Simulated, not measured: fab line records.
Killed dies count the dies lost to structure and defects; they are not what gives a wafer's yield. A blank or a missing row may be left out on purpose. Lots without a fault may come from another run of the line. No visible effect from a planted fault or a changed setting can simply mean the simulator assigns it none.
Comparing a struck lot with a sound one	flow n5Finfet	14 steps out of a route of 1938
Sound: the wafers L103.1, L103.2, L103.5. The struck wafers were L113.2, L113.4, L113.6. The cause comes at the end.
For every step that has rows: the tool of each side, followed by ch and its chambers, followed by its first start. Under that, the readings that differ: sound wafers	struck wafers	difference of the means	sigmas: that difference in standard deviations of wafers without a fault.
alike: a reading whose means differ by less than 2 such deviations, as well as words and numbers matching on both sides. not compared: withheld readings; readings where some wafer has no value; bounds like >300 that might hide an equal value; numbers whose values overlap and for which the record gives no deviation.
A row with sigmas, a row that says differs or no value, or rows on one side alone: a step with any of these is where the two part. Non-overlapping numbers with no deviation appear without sigmas and do not part them. Lack of a reading on every wafer of one side parts them only where that side has two or more wafers.

first, 3 steps without rows for these wafers: N5_BEOL_M7_EXPOSE_08 (exposes mask M7); N5_BEOL_M7_PEB_09 (peb time 60 s); N5_BEOL_M7_DEVELOP_10 (develop time 30 s).
N5_BEOL_M7_CD_MEAS_11 targets a cd of 38.5 nm.
  sound on cdSem-01 ch 0, day 9 08:41; struck on cdSem-03 ch 0, day 12 07:44
  alike: cdNm
N5_BEOL_M7_OVL_MEAS_12:
  sound on overlay-01 ch 0, day 9 08:43; struck on overlay-02 ch 0, day 12 07:46
  alike: M7_OVL
N5_BEOL_M7_INSPECT_13: inspects for defects (brightfield).
  struck on defectInspect-01, day 12 07:47; sound on defectInspect-01, day 9 08:44
  alike: rawDefectCount
N5_BEOL_M7_DESCUM_16: chemistry O2, time 7.9 s.
  sound on rieDiel-03 ch 0,1,3, day 9 08:49; struck on rieDiel-04 ch 1,2, day 12 07:49
  alike: drypumpMotorCurrentA, oesProductAu, rfFwdPowerW, rfVppV, showerheadPlenumPTorr, throttleValvePct
  not compared: rfHoursCounterH
N5_BEOL_M7_ETCH_61: etches SiARC in CF4, target depth 45.5 nm, time 75.8 s.
  sound on rieDiel-03 ch 0,1,3, day 9 08:52; struck on rieDiel-04 ch 1,2, day 12 07:52
  alike: drypumpMotorCurrentA, etchRfOnTimeS, mfcArSccm, oesProductAu, rfFwdPowerW, rfVppV, showerheadPlenumPTorr, throttleValvePct
  not compared: rfHoursCounterH
N5_BEOL_M7_ETCH_62: etches SOC in N2/H2, target depth 110 nm, overetch 22 nm, time 165 s.
  sound on rieDiel-03 ch 0,1,3, day 9 08:55; struck on rieDiel-04 ch 1,2, day 12 07:55
  alike: drypumpMotorCurrentA, oesProductAu, rfFwdPowerW, rfVppV, showerheadPlenumPTorr, throttleValvePct
  not compared: rfHoursCounterH
then, 1 step without rows for these wafers: N5_BEOL_M7_STRIP_68 (strips in N2/H2).
N5_BEOL_M7_STRIP_67: strips in CF4.
  sound on rieDiel-03 ch 0,1,3, day 9 09:04; struck on rieDiel-04 ch 1,2, day 12 08:04
  alike: chamberPressureMTorr, drypumpMotorCurrentA, oesProductAu, rfVppV, showerheadPlenumPTorr, throttleValvePct
  not compared: rfHoursCounterH
N5_BEOL_M7_HM_OPEN_17: chemistry Cl2/BCl3, target TiN, target depth 20 nm, overetch 6 nm.
  sound on rieMetal-02 ch 0,1, day 9 09:06; struck on rieMetal-02 ch 0,1, day 12 08:06
  alike: drypumpMotorCurrentA, mfcArSccm, oesProductAu, rfFwdPowerW, throttleValvePct
  not compared: rfHoursCounterH
N5_BEOL_M7_STRIP_19: strips in O2.
  sound on rieDiel-05 ch 0,1,3, day 9 09:13; struck on rieDiel-04 ch 1,2, day 12 08:13
reading	sound	struck	difference	sigmas
chamberPressureMTorr (mTorr)	29.99 30.00 29.99	20.99 20.96 21.00	-9.01	-99 or more
  alike: drypumpMotorCurrentA, oesProductAu, rfVppV, showerheadPlenumPTorr, throttleValvePct
  not compared: rfHoursCounterH
N5_BEOL_M7_CD_MEAS_18: pitch 80 nm, target cd 40 nm.
  struck on cdSem-03, day 12 08:17; sound on cdSem-03, day 9 09:17
  alike: cdNm

## WHERE THEY PART
Only at N5_BEOL_M7_STRIP_19, within this record. Later steps at which nothing parts them and some readings are alike: N5_BEOL_M7_CD_MEAS_18.

WHY: what had been put in by the simulator
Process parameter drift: rieDiel-04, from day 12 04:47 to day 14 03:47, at N5_BEOL_M7_STRIP_19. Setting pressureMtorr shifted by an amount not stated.
